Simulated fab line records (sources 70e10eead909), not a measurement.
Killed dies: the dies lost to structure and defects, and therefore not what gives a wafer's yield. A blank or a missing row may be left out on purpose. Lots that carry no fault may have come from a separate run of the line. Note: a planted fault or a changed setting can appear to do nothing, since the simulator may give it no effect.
What tool caused it? || flow nandHarc || Sampling: 24 lots, 72 wafers, 6 of 1302 route steps

WHAT EACH GAUGE READ, for each wafer
NHARC_A_CONTACT_CD_MEAS_80.
{"lot": "L074", "measured": "day 21 22:01", "on": "cdSem-01", "cdNm (nm)": "290.1 290.9 290.0"}
{"lot": "L076", "measured": "day 22 08:58", "on": "cdSem-02", "cdNm (nm)": "290.2 289.8 289.6"}
{"lot": "L075", "measured": "day 22 11:38", "on": "cdSem-02", "cdNm (nm)": "289.5 289.7 289.5"}
{"lot": "L077", "measured": "day 22 23:43", "on": "cdSem-03", "cdNm (nm)": "290.6 290.4 290.2"}
{"lot": "L078", "measured": "day 23 14:08", "on": "cdSem-03", "cdNm (nm)": "289.8 290.0 290.2"}
{"lot": "L079", "measured": "day 23 13:44", "on": "cdSem-03", "cdNm (nm)": "289.6 289.4 288.9"}
{"lot": "L080", "measured": "day 24 22:13", "on": "cdSem-02", "cdNm (nm)": "288.9 289.1 288.1"}
{"lot": "L083", "measured": "day 25 03:05", "on": "cdSem-03", "cdNm (nm)": "289.0 288.7 289.0"}
{"lot": "L081", "measured": "day 25 10:26", "on": "cdSem-03", "cdNm (nm)": "289.4 289.7 289.6"}
{"lot": "L085", "measured": "day 25 15:31", "on": "cdSem-02", "cdNm (nm)": "288.3 289.4 289.6"}
{"lot": "L082", "measured": "day 25 17:47", "on": "cdSem-01", "cdNm (nm)": "289.7 289.6 289.9"}
{"lot": "L084", "measured": "day 25 18:42", "on": "cdSem-02", "cdNm (nm)": "289.6 288.7 289.6"}
{"lot": "L086", "measured": "day 26 00:35", "on": "cdSem-02", "cdNm (nm)": "290.2 289.4 289.0"}
{"lot": "L087", "measured": "day 28 05:44", "on": "cdSem-01", "cdNm (nm)": "289.4 289.0 289.5"}
{"lot": "L089", "measured": "day 28 04:10", "on": "cdSem-02", "cdNm (nm)": "289.9 289.8 289.9"}
{"lot": "L088", "measured": "day 28 13:56", "on": "cdSem-03", "cdNm (nm)": "290.1 289.9 290.1"}
{"lot": "L090", "measured": "day 28 18:52", "on": "cdSem-03", "cdNm (nm)": "289.6 289.1 289.3"}
{"lot": "L093", "measured": "day 29 07:10", "on": "cdSem-03", "cdNm (nm)": "288.7 288.2 288.7"}
{"lot": "L091", "measured": "day 29 07:13", "on": "cdSem-02", "cdNm (nm)": "290.6 291.2 290.7"}
{"lot": "L092", "measured": "day 30 01:11", "on": "cdSem-02", "cdNm (nm)": "289.8 290.6 290.4"}
{"lot": "L094", "measured": "day 30 04:45", "on": "cdSem-02", "cdNm (nm)": "289.5 289.4 289.3"}
{"lot": "L095", "measured": "day 30 14:04", "on": "cdSem-02", "cdNm (nm)": "290.0 289.4 290.2"}
{"lot": "L097", "measured": "day 31 13:35", "on": "cdSem-03", "cdNm (nm)": "289.9 290.1 290.7"}
{"lot": "L096", "measured": "day 33 01:15", "on": "cdSem-01", "cdNm (nm)": "289.1 289.0 289.2"}

EACH LOT AND THE TOOL THAT RAN IT (in order: tool; ch and the chambers of the sampled wafers; start)
{"lot": "L074", "NHARC_A_CONTACT_ETCH_117": "harCapEtch-03 ch 0,1, day 21 07:41", "NHARC_A_CONTACT_ETCH_122": "harCapEtch-03 ch 0,1, day 21 08:32", "NHARC_A_CONTACT_DEP_57": "aclDep-01 ch 0, day 21 13:33", "NHARC_A_CONTACT_ETCH_78": "rieDiel-07 ch 1,2,3, day 21 20:22 or earlier", "NHARC_A_CONTACT_ETCH_129": "harCapEtch-02 ch 0,1, day 21 20:22"}
{"lot": "L076", "NHARC_A_CONTACT_ETCH_117": "harCapEtch-03 ch 0,1, day 21 21:37", "NHARC_A_CONTACT_ETCH_122": "harCapEtch-03 ch 0,1, day 21 22:28", "NHARC_A_CONTACT_DEP_57": "aclDep-02 ch 0, day 22 01:20", "NHARC_A_CONTACT_ETCH_78": "rieDiel-12 ch 0,3, day 22 07:16 or earlier", "NHARC_A_CONTACT_ETCH_129": "harCapEtch-02 ch 0, day 22 07:16"}
{"lot": "L075", "NHARC_A_CONTACT_ETCH_117": "harCapEtch-02 ch 0,1, day 21 23:44", "NHARC_A_CONTACT_ETCH_122": "harCapEtch-02 ch 0,1, day 22 00:35", "NHARC_A_CONTACT_DEP_57": "aclDep-03 ch 0, day 22 03:50", "NHARC_A_CONTACT_ETCH_78": "rieDiel-07 ch 2,3, day 22 09:57 or earlier", "NHARC_A_CONTACT_ETCH_129": "harCapEtch-02 ch 0,1, day 22 09:57"}
{"lot": "L077", "NHARC_A_CONTACT_ETCH_117": "harCapEtch-03 ch 0,1, day 22 10:22", "NHARC_A_CONTACT_ETCH_122": "harCapEtch-03 ch 0,1, day 22 11:31", "NHARC_A_CONTACT_DEP_57": "aclDep-02 ch 0, day 22 14:50", "NHARC_A_CONTACT_ETCH_78": "rieDiel-07 ch 0,3, day 22 21:22 or earlier", "NHARC_A_CONTACT_ETCH_129": "harCapEtch-03 ch 0,1, day 22 21:22"}
{"lot": "L078", "NHARC_A_CONTACT_ETCH_117": "harCapEtch-01 ch 0,1, day 23 01:53", "NHARC_A_CONTACT_ETCH_122": "harCapEtch-01 ch 0,1, day 23 02:44", "NHARC_A_CONTACT_DEP_57": "aclDep-01 ch 0, day 23 05:42", "NHARC_A_CONTACT_ETCH_78": "rieDiel-12 ch 0,2,3, day 23 12:26 or earlier", "NHARC_A_CONTACT_ETCH_129": "harCapEtch-02 ch 0,1, day 23 12:26"}
{"lot": "L079", "NHARC_A_CONTACT_ETCH_117": "harCapEtch-02 ch 0,1, day 23 02:09", "NHARC_A_CONTACT_ETCH_122": "harCapEtch-02 ch 0,1, day 23 03:00", "NHARC_A_CONTACT_DEP_57": "aclDep-02 ch 0, day 23 05:32", "NHARC_A_CONTACT_ETCH_78": "rieDiel-07 ch 1,3, day 23 12:01 or earlier", "NHARC_A_CONTACT_ETCH_129": "harCapEtch-01 ch 0,1, day 23 12:01"}
{"lot": "L080", "NHARC_A_CONTACT_ETCH_117": "harCapEtch-02 ch 0,1, day 24 04:59", "NHARC_A_CONTACT_ETCH_122": "harCapEtch-02 ch 0,1, day 24 06:07", "NHARC_A_CONTACT_DEP_57": "aclDep-02 ch 0, day 24 12:59", "NHARC_A_CONTACT_ETCH_78": "rieDiel-12 ch 0,1,2, day 24 20:29 or earlier", "NHARC_A_CONTACT_ETCH_129": "harCapEtch-02 ch 0,1, day 24 20:29"}
{"lot": "L083", "NHARC_A_CONTACT_ETCH_117": "harCapEtch-03 ch 0,1, day 24 14:47", "NHARC_A_CONTACT_ETCH_122": "harCapEtch-03 ch 0,1, day 24 15:38", "NHARC_A_CONTACT_DEP_57": "aclDep-01 ch 0, day 24 19:16", "NHARC_A_CONTACT_ETCH_78": "rieDiel-11 ch 0,1,2, day 25 01:22 or earlier", "NHARC_A_CONTACT_ETCH_129": "harCapEtch-03 ch 0,1, day 25 01:22"}
{"lot": "L081", "NHARC_A_CONTACT_ETCH_117": "harCapEtch-01 ch 0,1, day 24 20:04", "NHARC_A_CONTACT_ETCH_122": "harCapEtch-01 ch 0,1, day 24 20:55", "NHARC_A_CONTACT_DEP_57": "aclDep-01 ch 0, day 25 02:07", "NHARC_A_CONTACT_ETCH_78": "rieDiel-07 ch 0,1, day 25 08:45 or earlier", "NHARC_A_CONTACT_ETCH_129": "harCapEtch-02 ch 1, day 25 08:45"}
{"lot": "L085", "NHARC_A_CONTACT_ETCH_117": "harCapEtch-02 ch 0,1, day 25 03:53", "NHARC_A_CONTACT_ETCH_122": "harCapEtch-02 ch 0,1, day 25 04:44", "NHARC_A_CONTACT_DEP_57": "aclDep-01 ch 0, day 25 07:46", "NHARC_A_CONTACT_ETCH_78": "rieDiel-07 ch 0,1,3, day 25 13:49 or earlier", "NHARC_A_CONTACT_ETCH_129": "harCapEtch-02 ch 0,1, day 25 13:49"}
{"lot": "L082", "NHARC_A_CONTACT_ETCH_117": "harCapEtch-01 ch 1, day 25 05:45", "NHARC_A_CONTACT_ETCH_122": "harCapEtch-01 ch 1, day 25 06:36", "NHARC_A_CONTACT_DEP_57": "aclDep-03 ch 0, day 25 10:09", "NHARC_A_CONTACT_ETCH_78": "rieDiel-07 ch 1,2,3, day 25 16:05 or earlier", "NHARC_A_CONTACT_ETCH_129": "harCapEtch-03 ch 0,1, day 25 16:05"}
{"lot": "L084", "NHARC_A_CONTACT_ETCH_117": "harCapEtch-03 ch 0,1, day 25 06:41", "NHARC_A_CONTACT_ETCH_122": "harCapEtch-03 ch 0,1, day 25 07:50", "NHARC_A_CONTACT_DEP_57": "aclDep-01 ch 0, day 25 10:25", "NHARC_A_CONTACT_ETCH_78": "rieDiel-12 ch 0,1,2, day 25 17:00 or earlier", "NHARC_A_CONTACT_ETCH_129": "harCapEtch-01 ch 0,1, day 25 17:00"}
{"lot": "L086", "NHARC_A_CONTACT_ETCH_117": "harCapEtch-01 ch 0,1, day 25 10:06", "NHARC_A_CONTACT_ETCH_122": "harCapEtch-01 ch 0,1, day 25 10:57", "NHARC_A_CONTACT_DEP_57": "aclDep-02 ch 0, day 25 16:56", "NHARC_A_CONTACT_ETCH_78": "rieDiel-11 ch 1,2,3, day 25 22:52 or earlier", "NHARC_A_CONTACT_ETCH_129": "harCapEtch-03 ch 0,1, day 25 22:52"}
{"lot": "L087", "NHARC_A_CONTACT_ETCH_117": "harCapEtch-02 ch 0,1, day 27 14:14", "NHARC_A_CONTACT_ETCH_122": "harCapEtch-02 ch 0,1, day 27 15:22", "NHARC_A_CONTACT_DEP_57": "aclDep-03 ch 0, day 27 21:28", "NHARC_A_CONTACT_ETCH_78": "rieDiel-11 ch 0,1,2, day 28 03:59 or earlier", "NHARC_A_CONTACT_ETCH_129": "harCapEtch-01 ch 0,1, day 28 03:59"}
{"lot": "L089", "NHARC_A_CONTACT_ETCH_117": "harCapEtch-03 ch 0,1, day 27 14:53", "NHARC_A_CONTACT_ETCH_122": "harCapEtch-03 ch 0,1, day 27 15:44", "NHARC_A_CONTACT_DEP_57": "aclDep-01 ch 0, day 27 18:57", "NHARC_A_CONTACT_ETCH_78": "rieDiel-11 ch 0,2,3, day 28 01:58 or earlier", "NHARC_A_CONTACT_ETCH_129": "harCapEtch-02 ch 0,1, day 28 01:58"}
{"lot": "L088", "NHARC_A_CONTACT_ETCH_117": "harCapEtch-01 ch 0,1, day 28 01:08", "NHARC_A_CONTACT_ETCH_122": "harCapEtch-01 ch 0,1, day 28 01:59", "NHARC_A_CONTACT_DEP_57": "aclDep-03 ch 0, day 28 05:04", "NHARC_A_CONTACT_ETCH_78": "rieDiel-11 ch 0,1,2, day 28 11:51 or earlier", "NHARC_A_CONTACT_ETCH_129": "harCapEtch-02 ch 0,1, day 28 11:51"}
{"lot": "L090", "NHARC_A_CONTACT_ETCH_117": "harCapEtch-03 ch 0,1, day 28 02:46", "NHARC_A_CONTACT_ETCH_122": "harCapEtch-03 ch 0,1, day 28 03:36", "NHARC_A_CONTACT_DEP_57": "aclDep-02 ch 0, day 28 10:44", "NHARC_A_CONTACT_ETCH_78": "rieDiel-12 ch 0,1,3, day 28 17:03 or earlier", "NHARC_A_CONTACT_ETCH_129": "harCapEtch-01 ch 0,1, day 28 17:03"}
{"lot": "L093", "NHARC_A_CONTACT_ETCH_117": "harCapEtch-01 ch 1, day 28 14:02", "NHARC_A_CONTACT_ETCH_122": "harCapEtch-01 ch 1, day 28 14:53", "NHARC_A_CONTACT_DEP_57": "aclDep-01 ch 0, day 28 22:34", "NHARC_A_CONTACT_ETCH_78": "rieDiel-07 ch 0,1,2, day 29 05:03 or earlier", "NHARC_A_CONTACT_ETCH_129": "harCapEtch-02 ch 0,1, day 29 05:03"}
{"lot": "L091", "NHARC_A_CONTACT_ETCH_117": "harCapEtch-02 ch 0,1, day 28 15:28", "NHARC_A_CONTACT_ETCH_122": "harCapEtch-02 ch 0,1, day 28 16:36", "NHARC_A_CONTACT_DEP_57": "aclDep-02 ch 0, day 28 22:53", "NHARC_A_CONTACT_ETCH_78": "rieDiel-12 ch 0,2, day 29 05:27 or earlier", "NHARC_A_CONTACT_ETCH_129": "harCapEtch-01 ch 1, day 29 05:27"}
{"lot": "L092", "NHARC_A_CONTACT_ETCH_117": "harCapEtch-01 ch 0,1, day 29 13:05", "NHARC_A_CONTACT_ETCH_122": "harCapEtch-01 ch 0,1, day 29 13:56", "NHARC_A_CONTACT_DEP_57": "aclDep-01 ch 0, day 29 16:15", "NHARC_A_CONTACT_ETCH_78": "rieDiel-07 ch 1,3, day 29 23:07 or earlier", "NHARC_A_CONTACT_ETCH_129": "harCapEtch-01 ch 1, day 29 23:07"}
{"lot": "L094", "NHARC_A_CONTACT_ETCH_117": "harCapEtch-02 ch 0,1, day 29 15:28", "NHARC_A_CONTACT_ETCH_122": "harCapEtch-02 ch 0,1, day 29 16:37", "NHARC_A_CONTACT_DEP_57": "aclDep-01 ch 0, day 29 20:34", "NHARC_A_CONTACT_ETCH_78": "rieDiel-11 ch 0,2,3, day 30 02:44 or earlier", "NHARC_A_CONTACT_ETCH_129": "harCapEtch-02 ch 0,1, day 30 02:44"}
{"lot": "L095", "NHARC_A_CONTACT_ETCH_117": "harCapEtch-03 ch 0,1, day 30 02:15", "NHARC_A_CONTACT_ETCH_122": "harCapEtch-03 ch 0,1, day 30 03:06", "NHARC_A_CONTACT_DEP_57": "aclDep-03 ch 0, day 30 05:23", "NHARC_A_CONTACT_ETCH_78": "rieDiel-07 ch 1,2,3, day 30 12:21 or earlier", "NHARC_A_CONTACT_ETCH_129": "harCapEtch-03 ch 0, day 30 12:21"}
{"lot": "L097", "NHARC_A_CONTACT_ETCH_117": "harCapEtch-03 ch 0,1, day 30 22:29", "NHARC_A_CONTACT_ETCH_122": "harCapEtch-03 ch 0,1, day 30 23:20", "NHARC_A_CONTACT_DEP_57": "aclDep-01 ch 0, day 31 06:28", "NHARC_A_CONTACT_ETCH_78": "rieDiel-07 ch 0,1, day 31 11:55 or earlier", "NHARC_A_CONTACT_ETCH_129": "harCapEtch-02 ch 0,1, day 31 11:55"}
{"lot": "L096", "NHARC_A_CONTACT_ETCH_117": "harCapEtch-03 ch 1, day 32 13:16", "NHARC_A_CONTACT_ETCH_122": "harCapEtch-03 ch 1, day 32 14:07", "NHARC_A_CONTACT_DEP_57": "aclDep-02 ch 0, day 32 17:37", "NHARC_A_CONTACT_ETCH_78": "rieDiel-07 ch 0,1, day 32 23:32 or earlier", "NHARC_A_CONTACT_ETCH_129": "harCapEtch-03 ch 0,1, day 32 23:32"}
- NHARC_A_CONTACT_ETCH_117: etches the open film in C4F8/O2/Ar, time 190 s, target depth 1850 nm.
- NHARC_A_CONTACT_ETCH_122: etches the open film in C4F8/O2/Ar, time 190 s, target depth 1850 nm.
- NHARC_A_CONTACT_DEP_57: deposits aC, target thk 5300 nm.
- NHARC_A_CONTACT_ETCH_78: etches the open film in O2/COS, target depth 5300 nm, time 1378 s.
- NHARC_A_CONTACT_ETCH_129: etches the open film in C4F8/O2/Ar, time 197 s, target depth 1918 nm.

WHAT THE TOOLS THEMSELVES READ (means of the sampled wafers that have a number; where no wafer has one, the mark that the record gives instead)
NHARC_A_CONTACT_DEP_57.
{"lot": "L074", "tool": "aclDep-01", "throttleValvePct (%)": 35.002}
{"lot": "L076", "tool": "aclDep-02", "throttleValvePct (%)": 34.999}
{"lot": "L075", "tool": "aclDep-03", "throttleValvePct (%)": 35.005}
{"lot": "L077", "tool": "aclDep-02", "throttleValvePct (%)": 34.997}
{"lot": "L078", "tool": "aclDep-01", "throttleValvePct (%)": 35.005}
{"lot": "L079", "tool": "aclDep-02", "throttleValvePct (%)": 35.000}
{"lot": "L080", "tool": "aclDep-02", "throttleValvePct (%)": 34.992}
{"lot": "L083", "tool": "aclDep-01", "throttleValvePct (%)": 34.999}
{"lot": "L081", "tool": "aclDep-01", "throttleValvePct (%)": 34.998}
{"lot": "L085", "tool": "aclDep-01", "throttleValvePct (%)": 35.000}
{"lot": "L082", "tool": "aclDep-03", "throttleValvePct (%)": 35.006}
{"lot": "L084", "tool": "aclDep-01", "throttleValvePct (%)": 35.006}
{"lot": "L086", "tool": "aclDep-02", "throttleValvePct (%)": 34.997}
{"lot": "L087", "tool": "aclDep-03", "throttleValvePct (%)": 34.992}
{"lot": "L089", "tool": "aclDep-01", "throttleValvePct (%)": 35.000}
{"lot": "L088", "tool": "aclDep-03", "throttleValvePct (%)": 34.994}
{"lot": "L090", "tool": "aclDep-02", "throttleValvePct (%)": 35.003}
{"lot": "L093", "tool": "aclDep-01", "throttleValvePct (%)": 34.998}
{"lot": "L091", "tool": "aclDep-02", "throttleValvePct (%)": 34.998}
{"lot": "L092", "tool": "aclDep-01", "throttleValvePct (%)": 35.005}
{"lot": "L094", "tool": "aclDep-01", "throttleValvePct (%)": 35.004}
{"lot": "L095", "tool": "aclDep-03", "throttleValvePct (%)": 34.997}
{"lot": "L097", "tool": "aclDep-01", "throttleValvePct (%)": 34.993}
{"lot": "L096", "tool": "aclDep-02", "throttleValvePct (%)": 35.006}

NHARC_A_CONTACT_ETCH_78.
{"lot": "L074", "tool": "rieDiel-07", "drypumpMotorCurrentA (A)": 5.9, "o2FlowSccm (sccm)": 400.5, "oesProductAu (a.u.)": 0.996, "rfVppV (V)": 315.7, "showerheadPlenumPTorr (Torr)": 3.23, "throttleValvePct (%)": 28.328}
{"lot": "L076", "tool": "rieDiel-12", "drypumpMotorCurrentA (A)": 5.4, "o2FlowSccm (sccm)": 398.7, "oesProductAu (a.u.)": 1.002, "rfVppV (V)": 313.1, "showerheadPlenumPTorr (Torr)": 3.03, "throttleValvePct (%)": 28.321}
{"lot": "L075", "tool": "rieDiel-07", "drypumpMotorCurrentA (A)": 5.8, "o2FlowSccm (sccm)": 399.8, "oesProductAu (a.u.)": 1.008, "rfVppV (V)": 316.3, "showerheadPlenumPTorr (Torr)": 3.24, "throttleValvePct (%)": 28.328}
{"lot": "L077", "tool": "rieDiel-07", "drypumpMotorCurrentA (A)": 6.0, "o2FlowSccm (sccm)": 400.2, "oesProductAu (a.u.)": 0.998, "rfVppV (V)": 313.5, "showerheadPlenumPTorr (Torr)": 3.08, "throttleValvePct (%)": 28.329}
{"lot": "L078", "tool": "rieDiel-12", "drypumpMotorCurrentA (A)": 5.5, "o2FlowSccm (sccm)": 399.7, "oesProductAu (a.u.)": 0.985, "rfVppV (V)": 313.9, "showerheadPlenumPTorr (Torr)": 3.08, "throttleValvePct (%)": 28.322}
{"lot": "L079", "tool": "rieDiel-07", "drypumpMotorCurrentA (A)": 5.7, "o2FlowSccm (sccm)": 399.9, "oesProductAu (a.u.)": 0.994, "rfVppV (V)": 316.3, "showerheadPlenumPTorr (Torr)": 3.26, "throttleValvePct (%)": 28.329}
{"lot": "L080", "tool": "rieDiel-12", "drypumpMotorCurrentA (A)": 5.3, "o2FlowSccm (sccm)": 401.8, "oesProductAu (a.u.)": 0.993, "rfVppV (V)": 314.0, "showerheadPlenumPTorr (Torr)": 3.13, "throttleValvePct (%)": 28.323}
{"lot": "L083", "tool": "rieDiel-11", "drypumpMotorCurrentA (A)": 6.2, "o2FlowSccm (sccm)": 400.0, "oesProductAu (a.u.)": 1.002, "rfVppV (V)": 315.2, "showerheadPlenumPTorr (Torr)": 3.19, "throttleValvePct (%)": 28.336}
{"lot": "L081", "tool": "rieDiel-07", "drypumpMotorCurrentA (A)": 6.2, "o2FlowSccm (sccm)": 399.3, "oesProductAu (a.u.)": 1.006, "rfVppV (V)": 312.9, "showerheadPlenumPTorr (Torr)": 3.06, "throttleValvePct (%)": 28.334}
{"lot": "L085", "tool": "rieDiel-07", "drypumpMotorCurrentA (A)": 5.9, "o2FlowSccm (sccm)": 399.5, "oesProductAu (a.u.)": 0.992, "rfVppV (V)": 314.9, "showerheadPlenumPTorr (Torr)": 3.16, "throttleValvePct (%)": 28.330}
{"lot": "L082", "tool": "rieDiel-07", "drypumpMotorCurrentA (A)": 5.9, "o2FlowSccm (sccm)": 399.9, "oesProductAu (a.u.)": 1.004, "rfVppV (V)": 315.2, "showerheadPlenumPTorr (Torr)": 3.22, "throttleValvePct (%)": 28.328}
{"lot": "L084", "tool": "rieDiel-12", "drypumpMotorCurrentA (A)": 5.3, "o2FlowSccm (sccm)": 399.1, "oesProductAu (a.u.)": 0.995, "rfVppV (V)": 313.3, "showerheadPlenumPTorr (Torr)": 3.12, "throttleValvePct (%)": 28.320}
{"lot": "L086", "tool": "rieDiel-11", "drypumpMotorCurrentA (A)": 5.8, "o2FlowSccm (sccm)": 400.8, "oesProductAu (a.u.)": 1.002, "rfVppV (V)": 314.2, "showerheadPlenumPTorr (Torr)": 3.15, "throttleValvePct (%)": 28.337}
{"lot": "L087", "tool": "rieDiel-11", "drypumpMotorCurrentA (A)": 6.2, "o2FlowSccm (sccm)": 400.6, "oesProductAu (a.u.)": 1.011, "rfVppV (V)": 314.8, "showerheadPlenumPTorr (Torr)": 3.18, "throttleValvePct (%)": 28.328}
{"lot": "L089", "tool": "rieDiel-11", "drypumpMotorCurrentA (A)": 5.8, "o2FlowSccm (sccm)": 399.7, "oesProductAu (a.u.)": 1.003, "rfVppV (V)": 314.0, "showerheadPlenumPTorr (Torr)": 3.13, "throttleValvePct (%)": 28.335}
{"lot": "L088", "tool": "rieDiel-11", "drypumpMotorCurrentA (A)": 6.2, "o2FlowSccm (sccm)": 399.8, "oesProductAu (a.u.)": 1.000, "rfVppV (V)": 314.2, "showerheadPlenumPTorr (Torr)": 3.18, "throttleValvePct (%)": 28.326}
{"lot": "L090", "tool": "rieDiel-12", "drypumpMotorCurrentA (A)": 5.5, "o2FlowSccm (sccm)": 400.4, "oesProductAu (a.u.)": 0.999, "rfVppV (V)": 312.7, "showerheadPlenumPTorr (Torr)": 3.05, "throttleValvePct (%)": 28.328}
{"lot": "L093", "tool": "rieDiel-07", "drypumpMotorCurrentA (A)": 6.1, "o2FlowSccm (sccm)": 400.5, "oesProductAu (a.u.)": 0.991, "rfVppV (V)": 314.3, "showerheadPlenumPTorr (Torr)": 3.11, "throttleValvePct (%)": 28.339}
{"lot": "L091", "tool": "rieDiel-12", "drypumpMotorCurrentA (A)": 5.3, "o2FlowSccm (sccm)": 399.3, "oesProductAu (a.u.)": 1.007, "rfVppV (V)": 314.1, "showerheadPlenumPTorr (Torr)": 3.11, "throttleValvePct (%)": 28.339}
{"lot": "L092", "tool": "rieDiel-07", "drypumpMotorCurrentA (A)": 5.7, "o2FlowSccm (sccm)": 399.9, "oesProductAu (a.u.)": 0.997, "rfVppV (V)": 315.2, "showerheadPlenumPTorr (Torr)": 3.25, "throttleValvePct (%)": 28.324}
{"lot": "L094", "tool": "rieDiel-11", "drypumpMotorCurrentA (A)": 5.8, "o2FlowSccm (sccm)": 399.5, "oesProductAu (a.u.)": 1.009, "rfVppV (V)": 313.8, "showerheadPlenumPTorr (Torr)": 3.12, "throttleValvePct (%)": 28.339}
{"lot": "L095", "tool": "rieDiel-07", "drypumpMotorCurrentA (A)": 5.9, "o2FlowSccm (sccm)": 400.9, "oesProductAu (a.u.)": 0.996, "rfVppV (V)": 315.9, "showerheadPlenumPTorr (Torr)": 3.21, "throttleValvePct (%)": 28.325}
{"lot": "L097", "tool": "rieDiel-07", "drypumpMotorCurrentA (A)": 6.0, "o2FlowSccm (sccm)": 400.4, "oesProductAu (a.u.)": 0.997, "rfVppV (V)": 314.7, "showerheadPlenumPTorr (Torr)": 3.14, "throttleValvePct (%)": 28.331}
{"lot": "L096", "tool": "rieDiel-07", "drypumpMotorCurrentA (A)": 6.0, "o2FlowSccm (sccm)": 401.0, "oesProductAu (a.u.)": 0.998, "rfVppV (V)": 314.3, "showerheadPlenumPTorr (Torr)": 3.14, "throttleValvePct (%)": 28.335}

THE ANSWER, worked out from the rows above alone
Rule: the usual values come from the lots themselves. Put in order of their means at a reading, lots are off if they are a third of the lots or fewer, leave a main group of 4 or more, and stand apart from it by a gap of 3 or more times the standard deviation of the main group's means; of several such gaps the widest counts. The tables above print the reading to a certain number of digits; a main group whose means all agree to those digits is not used. Also off: a lot with no number at a reading for which 4 or more lots have one. Any other lot the step has rows for is counted as sound. Order of review: gauges by route order, followed by the tools' own readings, for which a lot's mean as printed above is used. The first step at which some lot is off is used, and at that step the reading that is off furthest; a lot without a number counts as furthest.
Nothing can be told from this: no lot is off at any reading shown.

WHAT THE SIMULATOR HAD INSERTED
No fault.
